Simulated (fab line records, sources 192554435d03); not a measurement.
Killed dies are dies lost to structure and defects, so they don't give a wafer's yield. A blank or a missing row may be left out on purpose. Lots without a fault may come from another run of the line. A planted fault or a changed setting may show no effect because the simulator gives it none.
Split-lot experiment | flow n5_finfet | 7 lots, 39 wafers read, on a route of 1938 steps

THE SPLIT
At N5_FIN_SAQP_PECVD_06 (deposits a-Si from SiH4/He, target thk 60 nm, time 48.1 s), the setting time_s was moved away from the recipe's 48.1 s on 18 of the 39 wafers read, by -51.1% to +59.4%. The other wafers ran this setting at the recipe's value.

FROM THE SPLIT TO THE READING: what the file shows between them, 5 steps
- N5_FIN_SAQP_THK_MEAS_07
- N5_FIN_SAQP_HM_DEP_72: deposits SiO2 from SiH4/N2O, target thk 12 nm, time 7.2 s
- N5_FIN_SAQP_COAT_49: time 60 s, resist thk 100 nm
- N5_FIN_SAQP_HM_OPEN_73: chemistry CHF3/O2, target SiO2, stops on a-Si, target depth 12 nm, time 16.8 s
- N5_FIN_SAQP_STRIP_74: strips in CHF3/O2

THE READING
oes_product_au, in a.u., at N5_FIN_SAQP_MANDREL_ETCH_22 (etches a-Si in HBr/Cl2, stops on SiNx, target depth 60 nm, bt time 10 s, time 30 s). Fault-free wafers of this fab line usually give 0.764 a.u., standard deviation 0.015 a.u..

wafer  | tool, chamber at the split | time_s as run, s | against the recipe | oes_product_au, a.u. | against lot-mates on the recipe
L074.1 | pecvd-02, 0                | 39.16            | -18.6%             | 0.664                | -0.116
L074.2 | pecvd-02, 1                | 39.16            | -18.6%             | 0.698                | -0.082
L074.3 | pecvd-02, 1                | 48.1             | recipe             | 0.792                | -
L074.4 | pecvd-02, 0                | 48.1             | recipe             | 0.760                | -
L074.5 | pecvd-02, 1                | 48.1             | recipe             | 0.787                | -
L074.6 | pecvd-02, 0                | 39.16            | -18.6%             | 0.701                | -0.079
L077.1 | pecvd-02, 1                | 70.76            | +47.1%             | 0.956                | +0.201
L077.2 | pecvd-02, 0                | 70.76            | +47.1%             | 0.997                | +0.242
L077.3 | pecvd-02, 2                | 70.76            | +47.1%             | 0.975                | +0.220
L077.4 | pecvd-02, 1                | 48.1             | recipe             | 0.752                | -
L077.5 | pecvd-02, 0                | 48.1             | recipe             | 0.769                | -
L077.6 | pecvd-02, 2                | 48.1             | recipe             | 0.744                | -
L083.4 | pecvd-02, 2                | 48.1             | recipe             | 0.780                | -
L083.5 | pecvd-02, 0                | 48.1             | recipe             | 0.766                | -
L083.6 | pecvd-02, 1                | 48.1             | recipe             | 0.802                | -
L086.1 | pecvd-01, 2                | 48.1             | recipe             | 0.760                | -
L086.2 | pecvd-01, 1                | 48.1             | recipe             | 0.766                | -
L086.3 | pecvd-01, 0                | 76.65            | +59.4%             | 0.980                | +0.216
L086.4 | pecvd-01, 1                | 76.65            | +59.4%             | 0.972                | +0.208
L086.5 | pecvd-01, 0                | 48.1             | recipe             | 0.765                | -
L086.6 | pecvd-01, 2                | 76.65            | +59.4%             | 0.982                | +0.218
L090.1 | pecvd-03, 1                | 48.1             | recipe             | 0.758                | -
L090.2 | pecvd-03, 2                | 31.2             | -35.1%             | 0.633                | -0.144
L090.3 | pecvd-03, 0                | 31.2             | -35.1%             | 0.589                | -0.188
L090.4 | pecvd-03, 2                | 31.2             | -35.1%             | 0.617                | -0.160
L090.5 | pecvd-03, 1                | 48.1             | recipe             | 0.797                | -
L090.6 | pecvd-03, 0                | 48.1             | recipe             | 0.777                | -
L091.1 | pecvd-02, 1                | 48.1             | recipe             | 0.791                | -
L091.2 | pecvd-02, 2                | 48.1             | recipe             | 0.758                | -
L091.3 | pecvd-02, 2                | 23.5             | -51.1%             | 0.532                | -0.246
L091.4 | pecvd-02, 1                | 48.1             | recipe             | 0.784                | -
L091.5 | pecvd-02, 1                | 23.5             | -51.1%             | 0.556                | -0.222
L091.6 | pecvd-02, 2                | 23.5             | -51.1%             | 0.531                | -0.247
L095.1 | pecvd-02, 2                | 38.01            | -21.0%             | 0.673                | -0.079
L095.2 | pecvd-02, 1                | 48.1             | recipe             | 0.743                | -
L095.3 | pecvd-02, 0                | 48.1             | recipe             | 0.758                | -
L095.4 | pecvd-02, 1                | 38.01            | -21.0%             | 0.679                | -0.073
L095.5 | pecvd-02, 2                | 48.1             | recipe             | 0.755                | -
L095.6 | pecvd-02, 0                | 38.01            | -21.0%             | 0.665                | -0.087

THE FIT
A straight line over all 39 wafers: oes_product_au changes by +0.00413 a.u. for each +1% of time_s; r = +0.99; the points scatter about the line by 0.02 a.u..
The same after taking each lot's own level away (the mean of its wafers on the recipe; 39 wafers): +0.00428 a.u. for each +1%; r = +0.99; scatter 0.019 a.u..
On that fit, the largest move of time_s shifts the reading by 0.25 a.u..
The lots' own levels span 0.7520 to 0.7827 a.u., that is 2.0 times the standard deviation above.
So the lot-to-lot level changes the slope little: the two slopes agree.
Check: with one of the wafers moved furthest among these (+59.4%) left out of the fit, the line predicts +0.255 a.u. for it against its lot-mates. It came out at +0.216 a.u. against them.

THE WHOLE CHAIN: every reading that the file lists as answering this split, in the file's order
step                        | what it does                                                                       | reading                                                                           | change (the file's fit)                                                         | r (the file's)
N5_FIN_SAQP_PECVD_06        | deposits a-Si from SiH4/He, target thk 60 nm, time 48.1 s                          | a-Si_of_FIN_SAQP_PECVD_06.thk_nm (the simulator's own value, which no gauge read) | +0.604 nm for each +1% of the setting                                           | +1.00
N5_FIN_SAQP_THK_MEAS_07     |                                                                                    | thk_nm                                                                            | withheld for each +1% of the setting                                            | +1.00
N5_FIN_SAQP_MANDREL_ETCH_22 | etches a-Si in HBr/Cl2, stops on SiNx, target depth 60 nm, bt time 10 s, time 30 s | oes_product_au                                                                    | +0.00428 a.u. for each +1% of the setting                                       | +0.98
N5_FIN_SAQP_MANDREL_ETCH_22 | etches a-Si in HBr/Cl2, stops on SiNx, target depth 60 nm, bt time 10 s, time 30 s | etch.depth_nm (the simulator's own value, which no gauge read)                    | +0.569 nm for each +1% of the setting                                           | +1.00
N5_FIN_SAQP_INSPECT_40      | inspects for defects (brightfield)                                                 | raw_defect_count                                                                  | not straight: 245 at the lowest setting, 212 at the recipe, 1944 at the highest | not given

THE FILE'S OWN FIT
oes_product_au changes by +0.00428 a.u. for each +1% of time_s, r = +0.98.
